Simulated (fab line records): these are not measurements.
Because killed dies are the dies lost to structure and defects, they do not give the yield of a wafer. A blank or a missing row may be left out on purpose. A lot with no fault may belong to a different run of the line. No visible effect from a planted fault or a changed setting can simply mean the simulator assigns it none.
fab line records	flow n5Finfet	part 1 of 2: steps 1 to 4 of 6
record: lots: 22	wafers: 66	lastDay: 18
route steps=1938 shown SD_EPI_P@311 SDB@359 HKMG_FIN@400 GATE_CUT@477
lots that met no fault: from a run of the same line without faults
startH: the number of hours between the record's first day and the start of the first shown wafer of the lot	waitH: hours since the lot's step before	" unchanged from the row above	L1.1+2: a row that stands for several wafers	- no value, or no start given	* or withheld: withheld	< > ~ a bound
route shown NAME@n: NAME is a module with steps in the file, n the number in the route of the first one	usual: average and standard deviation across the fault-free wafers	same: alike in all rows	chamber/n: place in a boat	sites: the reading at each site	_std_site: their standard deviation	_edge_site: the outer-site mean with the inner-site mean subtracted	radiusMm: for every site, how far away it sits from the centre of the wafer	mask NAME#n: copy n	behind: the most recent tool/chamber to have shaped the wafer	hold: cause of the lot's hold/its duration in hours/its outcome	device: which transistor (n, p or np) failed to switch	end of line: the tests these same wafers got at the end of their route	step lacking rows: just its recipe	killed: dies that structure and defects cost at the first sort, which is not the same as the wafer's yield	map: dies across one wafer; x = killed, . = not, _ = none there
set.NAME: the setting that was run; set.NAME@STEP: the one run at that earlier step	model.NAME: the simulator's own value behind a step, which no gauge read
one table for each step of the route and one row for each wafer, over a sample of lots
services: a tool's chamber out of use, with start hour (startH, from the record's first day; less than 0 if before it), hours out, and reason
== steps ==
step: N5_SD_EPI_P_ETCH_47
recipe: chemistry: CH3F/O2	target: SiOCN	targetDepthA: 250	maskMaterial: SOC	ionEnergyEv: 60	biasW: 29	pressureMtorr: 30	sourceW: 410	Ar_flow_sccm: 150	CH3F_flow_sccm: 30	O2_flow_sccm: 20
usual: drypumpMotorCurrentA: 5.7/0.33	oesProductAu: 0.75/0.082	rfVppV: 127.2/2.7	showerheadPlenumPTorr: 2.02/0.061	throttleValvePct: 16.35/0.28
lot.wafer	tool	chamber	startH	waitH	drypumpMotorCurrentA	oesProductAu	rfHoursCounterH	rfVppV	showerheadPlenumPTorr	throttleValvePct
L074.4	rieDiel-05	3	56.81	0.1	5.6	0.70	175	125.2	2.01	16.46
L074.5	"	1	"	"	5.2	0.79	-	125.2	2.02	16.03
L074.6	"	0	"	"	5.4	0.67	-	123.6	1.91	16.70
L076.2	rieDiel-04	2	68.07	0.1	6.2	0.69	248	129.2	1.96	16.16
L076.3	"	3	"	"	5.9	0.71	215	127.2	2.07	16.53
L076.5	"	2	"	"	6.2	0.69	-	129.0	1.96	16.18
L077.1	rieDiel-01	0	74.89	0.1	5.3	0.86	36	123.4	2.04	16.24
L077.2	"	1	"	"	5.5	0.77	144	130.3	2.00	16.21
L077.5	"	2	"	"	5.4	0.71	-	130.8	1.99	16.79
L078.2	rieDiel-04	1	82.50	0.1	6.3	0.72	195	132.5	2.06	16.48
L078.5	"	3	"	"	5.9	0.71	-	128.6	2.07	16.55
L078.6	"	1	"	"	6.3	0.73	-	131.2	2.06	16.47
L079.3	rieDiel-04	1	92.41	0.1	6.3	0.71	199	132.9	2.06	16.50
L079.4	"	3	"	"	5.9	0.71	224	127.3	2.07	16.54
L079.5	"	1	"	"	6.3	0.72	-	132.0	2.06	16.46
L080.2	rieDiel-01	1	94.54	0.1	5.5	0.77	150	132.5	1.99	16.21
L080.5	"	0	"	"	5.3	0.86	-	124.2	2.04	16.24
L080.6	"	3	"	"	5.6	0.76	-	129.4	1.91	16.04
L081.2	rieDiel-01	2	101.81	0.1	5.4	0.70	219	129.1	1.99	16.81
L081.4	"	2	"	"	5.4	0.71	-	131.6	1.99	16.82
L081.5	"	1	"	"	5.5	0.77	-	128.9	1.99	16.22
L082.1	rieDiel-05	1	103.89	0.1	5.2	0.78	123	124.5	2.01	16.04
L082.3	"	3	"	"	5.6	0.69	192	126.6	2.01	16.48
L082.5	"	2	"	"	5.8	0.72	-	125.0	1.99	16.38
L083.1	rieDiel-05	0	110.19	0.1	5.4	0.98	1	127.8	2.16	16.24
L083.3	"	3	"	"	5.6	0.68	194	126.0	2.00	16.50
L083.4	"	2	"	"	5.9	0.73	194	125.7	1.99	16.37
L085.1	rieDiel-04	3	122.86	0.1	5.9	0.70	233	128.0	2.06	16.56
L085.2	"	0	"	"	5.6	0.71	228	124.4	2.07	16.51
L085.6	"	0	"	"	5.6	0.71	-	124.0	2.07	16.51
L086.3	rieDiel-01	3	127.04	0.1	5.7	0.74	127	129.0	1.91	16.07
L086.4	"	0	"	"	5.3	0.84	49	123.0	2.04	16.24
L086.5	"	3	"	"	5.6	0.74	-	129.6	1.91	16.08
L087.3	rieDiel-05	0	132.39	0.1	5.4	0.95	9	125.6	2.15	16.23
L087.4	"	2	"	"	5.9	0.72	201	124.4	1.99	16.37
L087.5	"	1	"	"	5.2	0.76	-	126.1	2.01	16.05
L088.2	rieDiel-05	1	140.24	0.1	5.2	0.77	136	126.0	2.01	16.07
L088.4	"	0	"	"	5.4	0.93	12	127.5	2.15	16.25
L088.5	"	2	"	"	5.9	0.72	-	123.4	1.99	16.39
L089.2	rieDiel-05	3	151.32	0.1	5.6	0.67	208	127.3	2.00	16.51
L089.3	"	1	"	"	5.2	0.76	137	126.9	2.01	16.05
L089.5	"	3	"	"	5.6	0.67	-	125.8	2.00	16.51
L090.3	rieDiel-04	1	160.22	0.1	6.3	0.71	218	131.4	2.05	16.52
L090.4	"	0	"	"	5.6	0.70	239	124.3	2.07	16.52
L090.5	"	1	"	"	6.3	0.71	-	132.1	2.06	16.52
L092.1	rieDiel-05	0	162.41	0.1	5.4	0.91	19	127.6	2.15	16.27
L092.2	"	1	"	"	5.2	0.76	140	125.9	2.00	16.09
L092.3	"	3	"	"	5.6	0.68	211	127.0	2.00	16.53
L091.1	rieDiel-04	1	162.46	0.1	6.3	0.70	219	133.3	2.05	16.52
L091.2	"	3	"	"	5.9	0.68	244	128.2	2.06	16.59
L091.3	"	0	"	"	5.6	0.70	240	124.2	2.07	16.54
L093.2	rieDiel-04	2	169.78	0.1	6.2	0.91	21	128.5	1.95	15.70
L093.3	"	1	"	"	6.3	0.70	221	130.4	2.05	16.53
L093.4	"	3	"	"	5.9	0.69	245	127.2	2.06	16.57
L094.1	rieDiel-04	1	179.72	0.1	6.3	0.70	223	132.7	2.05	16.52
L094.5	"	3	"	"	5.9	0.69	-	127.8	2.06	16.60
L094.6	"	0	"	"	5.6	0.69	-	125.6	2.06	16.53
L095.2	rieDiel-05	0	189.29	0.1	5.4	0.90	24	126.8	2.15	16.28
L095.3	"	1	"	"	5.2	0.74	145	124.2	2.00	16.11
L095.4	"	2	"	"	5.8	0.71	215	124.2	1.99	16.40
L097.2	rieDiel-04	2	200.98	0.1	6.2	0.88	32	127.7	1.95	15.71
L097.4	"	0	"	"	5.6	0.69	-	124.5	2.06	16.55
L097.5	"	1	"	"	6.3	0.68	-	132.4	2.05	16.54
L096.1	rieDiel-01	2	204.25	0.1	5.4	0.68	248	130.4	1.98	16.88
L096.2	"	3	"	"	5.7	0.74	148	129.1	1.90	16.10
L096.4	"	2	"	"	5.4	0.68	-	128.3	1.98	16.86
step: N5_SDB_DESCUM_16
recipe: chemistry: O2	timeS: 7.9	sourcePowerW: 50	biasPowerW: 20	pressureMtorr: 20	rfFrequencyHz: 2.712e+07	tempC: 40	resist: CAR-ArF	o2FlowSccm: 225
usual: drypumpMotorCurrentA: 5.6/0.55	oesProductAu: 0.83/0.072	rfVppV: 243.1/1.3	showerheadPlenumPTorr: 2.09/0.065	throttleValvePct: 20.39/0.24
lot.wafer	tool	chamber	startH	waitH	drypumpMotorCurrentA	oesProductAu	rfHoursCounterH	rfVppV	showerheadPlenumPTorr	throttleValvePct
L074.4	rieDiel-03	1	68.53	0.3	6.1	1.02	-	244.3	2.15	20.12
L074.5	"	0	"	"	5.5	0.89	-	244.0	2.23	19.91
L074.6	"	3	"	"	6.0	0.80	-	242.2	2.10	20.08
L076.2	rieDiel-06	0	79.30	0.0	6.2	0.94	9	243.4	2.04	20.38
L076.3	"	2	"	"	5.4	0.86	63	242.3	2.03	20.29
L076.5	"	3	"	"	6.6	0.83	-	242.6	2.13	20.58
L077.1	rieDiel-03	3	85.62	0.0	6.0	0.79	104	242.1	2.10	20.10
L077.2	"	1	"	"	6.1	0.96	9	243.5	2.15	20.13
L077.5	"	0	"	"	5.4	0.87	-	246.4	2.23	19.92
L078.2	rieDiel-02	3	94.33	0.0	5.4	0.80	116	245.9	2.21	20.53
L078.5	"	3	"	"	5.4	0.81	-	245.8	2.21	20.56
L078.6	"	1	"	"	5.0	0.92	-	242.3	2.05	20.31
L079.3	rieDiel-03	1	105.91	1.4	6.1	0.93	19	242.5	2.15	20.15
L079.4	"	3	"	"	6.0	0.79	109	242.3	2.10	20.09
L079.5	"	2	"	"	5.6	0.95	-	244.5	2.14	19.98
L080.2	rieDiel-02	1	107.49	2.0	5.0	0.91	15	242.8	2.04	20.33
L080.5	"	0	"	"	5.4	0.73	-	243.8	2.08	20.43
L080.6	"	3	"	"	5.4	0.80	-	245.0	2.21	20.56
L081.2	rieDiel-03	0	114.28	0.1	5.5	0.86	54	246.1	2.22	19.95
L081.4	"	2	"	"	5.6	0.92	10	244.3	2.14	19.98
L081.5	"	2	"	"	5.6	0.93	-	244.1	2.14	19.99
L082.1	rieDiel-02	3	115.66	0.3	5.4	0.79	126	244.9	2.21	20.57
L082.3	"	2	"	"	5.1	0.95	7	241.4	2.05	20.57
L082.5	"	0	"	"	5.4	0.74	-	243.6	2.08	20.45
L083.1	rieDiel-03	0	121.50	0.4	5.5	0.85	58	245.0	2.22	19.97
L083.3	"	3	"	"	6.0	0.77	116	243.1	2.10	20.10
L083.4	"	1	"	"	6.1	0.91	26	242.9	2.14	20.16
L085.1	rieDiel-06	3	133.65	0.0	6.6	0.81	77	242.2	2.13	20.60
L085.2	"	1	"	"	4.9	0.75	148	241.9	2.03	20.72
L085.6	"	3	"	"	6.6	0.81	-	241.5	2.13	20.60
L086.3	rieDiel-03	1	139.86	0.1	6.1	0.90	31	244.6	2.14	20.15
L086.4	"	3	"	"	6.0	0.78	122	242.6	2.09	20.12
L086.5	"	1	"	"	6.1	0.91	-	242.0	2.14	20.16
L087.3	rieDiel-02	0	143.20	0.0	5.4	0.74	144	242.3	2.08	20.47
L087.4	"	3	"	"	5.4	0.79	135	245.3	2.20	20.57
L087.5	"	2	"	"	5.1	0.93	-	243.6	2.05	20.60
L088.2	rieDiel-06	3	152.88	0.0	6.6	0.80	84	245.5	2.12	20.61
L088.4	"	2	"	"	5.4	0.82	87	242.7	2.02	20.32
L088.5	"	1	"	"	4.8	0.75	-	243.7	2.03	20.71
L089.2	rieDiel-06	2	162.97	0.0	5.4	0.82	90	242.9	2.02	20.31
L089.3	"	3	"	"	6.6	0.80	86	244.0	2.12	20.62
L089.5	"	3	"	"	6.6	0.79	-	244.6	2.12	20.61
L090.3	rieDiel-06	0	170.92	0.0	6.2	0.88	34	241.9	2.03	20.43
L090.4	"	1	"	"	4.8	0.74	161	242.2	2.03	20.73
L090.5	"	3	"	"	6.6	0.80	-	242.2	2.12	20.63
L092.1	rieDiel-06	1	173.42	0.2	4.9	0.74	162	241.9	2.03	20.72
L092.2	"	2	"	"	5.4	0.81	93	242.4	2.02	20.32
L092.3	"	0	"	"	6.3	0.87	35	242.7	2.04	20.44
L091.1	rieDiel-02	0	175.01	0.9	5.4	0.72	154	242.4	2.07	20.50
L091.2	"	1	"	"	5.0	0.86	37	242.3	2.04	20.37
L091.3	"	3	"	"	5.4	0.77	145	244.0	2.20	20.57
L093.2	rieDiel-06	2	181.34	0.5	5.4	0.80	96	242.3	2.02	20.32
L093.3	"	1	"	"	4.9	0.74	164	241.2	2.03	20.72
L093.4	"	3	"	"	6.6	0.79	93	243.3	2.12	20.64
L094.1	rieDiel-02	2	190.98	0.0	5.1	0.90	32	242.2	2.04	20.61
L094.5	"	1	"	"	5.1	0.86	-	242.9	2.04	20.37
L094.6	"	2	"	"	5.1	0.90	-	241.4	2.04	20.62
L095.2	rieDiel-02	3	200.46	0.0	5.4	0.77	153	246.1	2.20	20.60
L095.3	"	0	"	"	5.4	0.71	161	242.2	2.07	20.50
L095.4	"	1	"	"	5.0	0.86	45	242.7	2.03	20.36
L097.2	rieDiel-06	0	212.62	0.0	6.2	0.86	47	242.1	2.03	20.45
L097.4	"	3	"	"	6.6	0.77	102	244.3	2.12	20.64
L097.5	"	3	"	"	6.6	0.78	-	242.9	2.12	20.63
L096.1	rieDiel-06	3	215.66	0.0	6.6	0.78	103	242.9	2.12	20.64
L096.2	"	2	"	"	5.4	0.79	106	241.4	2.01	20.35
L096.4	"	0	"	"	6.2	0.85	48	241.7	2.03	20.44
step: N5_HKMG_FIN_INSPECT_61
recipe: mode: adi	inspectInstrument: macro
usual: rawDefectCount: 2.0/1.5
lot.wafer	tool	chamber	startH	waitH	rawDefectCount
L074.4	defectInspect-01	-	74.12	0.0	1
L074.5	"	-	"	"	2
L074.6	"	-	"	"	1
L076.2	defectInspect-02	-	84.75	0.0	2
L076.3	"	-	"	"	2
L076.5	"	-	"	"	1
L077.1	defectInspect-02	-	91.64	0.0	4
L077.2	"	-	"	"	2
L077.5	"	-	"	"	2
L078.2	defectInspect-02	-	99.76	0.0	1
L078.5	"	-	"	"	4
L078.6	"	-	"	"	2
L079.3	defectInspect-02	-	113.23	0.0	3
L079.4	"	-	"	"	1
L079.5	"	-	"	"	1
L080.2	defectInspect-02	-	114.63	0.0	2
L080.5	"	-	"	"	0
L080.6	"	-	"	"	2
L081.2	defectInspect-02	-	120.24	0.0	1
L081.4	"	-	"	"	1
L081.5	"	-	"	"	2
L082.1	defectInspect-02	-	121.06	0.0	5
L082.3	"	-	"	"	1
L082.5	"	-	"	"	1
L083.1	defectInspect-02	-	127.88	0.0	1
L083.3	"	-	"	"	1
L083.4	"	-	"	"	3
L085.1	defectInspect-01	-	139.10	0.0	3
L085.2	"	-	"	"	3
L085.6	"	-	"	"	2
L086.3	defectInspect-02	-	145.24	0.0	5
L086.4	"	-	"	"	1
L086.5	"	-	"	"	1
L087.3	defectInspect-02	-	149.03	0.0	3
L087.4	"	-	"	"	5
L087.5	"	-	"	"	3
L088.2	defectInspect-02	-	158.24	0.0	2
L088.4	"	-	"	"	2
L088.5	"	-	"	"	0
L089.2	defectInspect-02	-	168.40	0.0	1
L089.3	"	-	"	"	2
L089.5	"	-	"	"	0
L090.3	defectInspect-02	-	176.36	0.0	7
L090.4	"	-	"	"	3
L090.5	"	-	"	"	0
L092.1	defectInspect-01	-	180.08	0.0	5
L092.2	"	-	"	"	2
L092.3	"	-	"	"	5
L091.1	defectInspect-02	-	180.39	0.0	2
L091.2	"	-	"	"	3
L091.3	"	-	"	"	0
L093.2	defectInspect-01	-	186.80	0.0	0
L093.3	"	-	"	"	4
L093.4	"	-	"	"	0
L094.1	defectInspect-02	-	196.70	0.0	1
L094.5	"	-	"	"	3
L094.6	"	-	"	"	1
L095.2	defectInspect-02	-	206.64	0.0	1
L095.3	"	-	"	"	1
L095.4	"	-	"	"	1
L097.2	defectInspect-02	-	218.09	0.0	1
L097.4	"	-	"	"	2
L097.5	"	-	"	"	2
L096.1	defectInspect-02	-	221.29	0.0	4
L096.2	"	-	"	"	1
L096.4	"	-	"	"	3
step: N5_HKMG_FIN_STRIP_93
recipe: chemistry: N2/H2	material: SOC	timeS: 20	powerW: 500	tempC: 40	pressureMtorr: 50	rfFrequencyHz: 6e+07	biasPowerW: 8	h2Frac: 0.5	n2FlowSccm: 300	h2FlowSccm: 300
usual: drypumpMotorCurrentA: 5.7/0.55	oesProductAu: 0.82/0.066	rfVppV: 54.3/0.91	showerheadPlenumPTorr: 3.35/0.1	throttleValvePct: 18.9/0.49
lot.wafer	tool	chamber	startH	waitH	drypumpMotorCurrentA	oesProductAu	rfHoursCounterH	rfVppV	showerheadPlenumPTorr	throttleValvePct
L074.4	rieDiel-02	0	74.90	0.0	5.4	0.75	-	54.5	3.38	19.2
L074.5	"	2	"	"	5.2	0.70	-	54.8	3.31	20.0
L074.6	"	3	"	"	5.4	0.80	-	54.9	3.52	18.7
L076.2	rieDiel-06	0	85.61	0.2	6.2	0.93	11	53.7	3.29	18.6
L076.3	"	3	"	"	6.6	0.83	62	53.8	3.42	19.5
L076.5	"	0	"	"	6.2	0.94	-	56.1	3.29	18.6
L077.1	rieDiel-03	2	92.41	0.2	5.6	0.96	1	53.9	3.43	18.1
L077.2	"	0	"	"	5.5	0.86	45	53.3	3.55	18.1
L077.5	"	1	"	"	6.1	0.92	-	54.8	3.44	18.7
L078.2	rieDiel-06	2	100.52	0.2	5.4	0.84	70	54.1	3.26	18.5
L078.5	"	0	"	"	6.3	0.91	-	53.2	3.29	18.6
L078.6	"	1	"	"	4.9	0.75	-	53.7	3.21	18.9
L079.3	rieDiel-03	2	113.99	0.2	5.6	0.93	10	55.3	3.42	18.1
L079.4	"	0	"	"	5.5	0.86	54	56.1	3.55	18.1
L079.5	"	0	"	"	5.5	0.86	-	54.0	3.55	18.1
L080.2	rieDiel-06	3	115.94	0.2	6.6	0.84	67	52.7	3.41	19.5
L080.5	"	1	"	"	4.9	0.76	-	53.4	3.21	18.9
L080.6	"	2	"	"	5.4	0.84	-	54.8	3.26	18.5
L081.2	rieDiel-03	2	121.44	0.2	5.6	0.90	14	53.6	3.42	18.1
L081.4	"	0	"	"	5.5	0.85	58	53.6	3.54	18.1
L081.5	"	1	"	"	6.2	0.89	-	54.1	3.43	18.7
L082.1	rieDiel-06	1	121.85	0.2	4.9	0.75	142	55.9	3.21	18.9
L082.3	"	2	"	"	5.4	0.83	74	55.0	3.26	18.5
L082.5	"	2	"	"	5.4	0.83	-	53.4	3.26	18.5
L083.1	rieDiel-03	0	128.88	0.2	5.5	0.84	61	54.6	3.54	18.1
L083.3	"	1	"	"	6.2	0.89	29	52.9	3.43	18.7
L083.4	"	3	"	"	6.0	0.77	119	54.7	3.37	19.4
L085.1	rieDiel-06	1	139.86	0.2	4.9	0.75	150	53.7	3.21	19.0
L085.2	"	2	"	"	5.4	0.81	82	53.3	3.25	18.5
L085.6	"	3	"	"	6.6	0.81	-	54.9	3.41	19.5
L086.3	rieDiel-02	2	146.38	0.2	5.2	0.95	17	54.7	3.30	19.7
L086.4	"	0	"	"	5.4	0.73	145	55.5	3.36	19.3
L086.5	"	1	"	"	5.1	0.86	-	54.3	3.29	19.1
L087.3	rieDiel-02	3	149.79	0.2	5.4	0.78	137	55.6	3.50	18.7
L087.4	"	0	"	"	5.4	0.73	146	54.6	3.36	19.3
L087.5	"	3	"	"	5.4	0.76	-	54.0	3.50	18.7
L088.2	rieDiel-06	0	159.33	0.2	6.3	0.89	33	53.4	3.28	18.7
L088.4	"	2	"	"	5.4	0.81	89	52.6	3.25	18.5
L088.5	"	2	"	"	5.4	0.83	-	55.2	3.25	18.5
L089.2	rieDiel-06	2	169.16	0.2	5.4	0.80	93	55.2	3.25	18.5
L089.3	"	1	"	"	4.9	0.74	161	55.5	3.20	19.0
L089.5	"	3	"	"	6.6	0.80	-	53.9	3.40	19.5
L090.3	rieDiel-06	0	177.12	0.2	6.3	0.86	37	54.3	3.28	18.7
L090.4	"	1	"	"	4.9	0.72	163	54.0	3.20	19.0
L090.5	"	0	"	"	6.3	0.87	-	54.2	3.28	18.7
L092.1	rieDiel-03	3	180.95	0.2	6.0	0.77	133	53.6	3.36	19.4
L092.2	"	0	"	"	5.5	0.83	73	54.6	3.54	18.2
L092.3	"	2	"	"	5.6	0.88	31	53.3	3.41	18.2
L091.1	rieDiel-06	2	181.15	0.2	5.4	0.79	95	52.8	3.25	18.5
L091.2	"	1	"	"	4.9	0.73	164	53.4	3.20	19.0
L091.3	"	3	"	"	6.6	0.80	92	54.5	3.40	19.5
L093.2	rieDiel-02	3	187.90	0.2	5.4	0.76	150	53.7	3.49	18.7
L093.3	"	2	"	"	5.1	0.91	31	55.0	3.30	19.7
L093.4	"	0	"	"	5.4	0.72	158	54.2	3.35	19.3
L094.1	rieDiel-02	3	197.46	0.2	5.4	0.76	152	56.7	3.49	18.7
L094.5	"	3	"	"	5.4	0.76	-	55.6	3.49	18.8
L094.6	"	2	"	"	5.1	0.91	-	55.0	3.30	19.7
L095.2	rieDiel-02	0	207.68	0.2	5.4	0.71	164	54.0	3.35	19.3
L095.3	"	3	"	"	5.4	0.76	156	53.7	3.49	18.8
L095.4	"	2	"	"	5.2	0.90	38	53.9	3.29	19.7
L097.2	rieDiel-03	0	218.87	0.2	5.5	0.81	85	54.0	3.53	18.2
L097.4	"	1	"	"	6.2	0.85	54	53.3	3.42	18.7
L097.5	"	0	"	"	5.5	0.81	-	53.9	3.53	18.2
L096.1	rieDiel-06	3	222.06	0.2	6.6	0.79	106	54.8	3.39	19.6
L096.2	"	0	"	"	6.2	0.87	50	53.5	3.27	18.7
L096.4	"	1	"	"	4.9	0.71	177	54.1	3.19	19.0
